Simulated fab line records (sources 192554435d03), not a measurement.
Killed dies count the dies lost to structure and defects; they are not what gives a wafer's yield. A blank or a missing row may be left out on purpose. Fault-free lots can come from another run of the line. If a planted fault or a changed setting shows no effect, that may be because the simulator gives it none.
Matching of chambers	flow n5 finfet	N5_BEOL_M0_ETCH_109 on rie diel-05: 4 sister chambers
The step etches SiCN in CH3F/O2, target depth 8 nm, overetch 2.4 nm, time 27.4 s. 4 wafers are shown with their chamber, then 11 later ones without.

== WAFERS WITH THEIR CHAMBER ==
wafer	chamber	showerhead plenum p Torr (Torr)
L085.3	2	2.13
L085.6	1	1.94
L086.1	3	2.12
L090.1	0	1.94

== WAFERS WITH NO CHAMBER GIVEN ==
wafer	showerhead plenum p Torr (Torr)
L090.4	2.12
L090.5	2.12
L091.3	2.13
L091.5	2.11
L091.6	2.13
L092.3	1.94
L092.4	2.11
L092.6	1.94
L097.2	2.11
L097.4	1.94
L097.5	1.94

== THE CHAMBER EACH PASSED THROUGH ==
wafer	from the rows above	in truth
L090.4	can't be placed: 3 or 2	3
L090.5	can't be placed: 3 or 2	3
L091.3	can't be placed: 2 or 3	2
L091.5	can't be placed: 3 or 2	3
L091.6	can't be placed: 2 or 3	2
L092.3	can't be placed: 0 or 1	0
L092.4	can't be placed: 3 or 2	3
L092.6	can't be placed: 0 or 1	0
L097.2	can't be placed: 3 or 2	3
L097.4	can't be placed: 0 or 1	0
L097.5	can't be placed: 0 or 1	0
Placed correctly: 0 of 11. From these rows, 11 cannot be placed; in 11 the true chamber is one of the candidates. Placed wrongly: 0.
How it was worked out, from the rows above alone: a wafer's distance from a chamber is the root of the sum, over the readings, of the square of ((its reading less the chamber's mean) divided by the reading's scatter). The wafer belongs to the nearest chamber; if the next one is less than 2 further off, it can't be placed. The mean given for a chamber averages the wafers shown for that chamber. The scatter (one wafer shown for each chamber): square how far every hidden wafer sits from the nearest shown wafer, average those squares and take the square root.
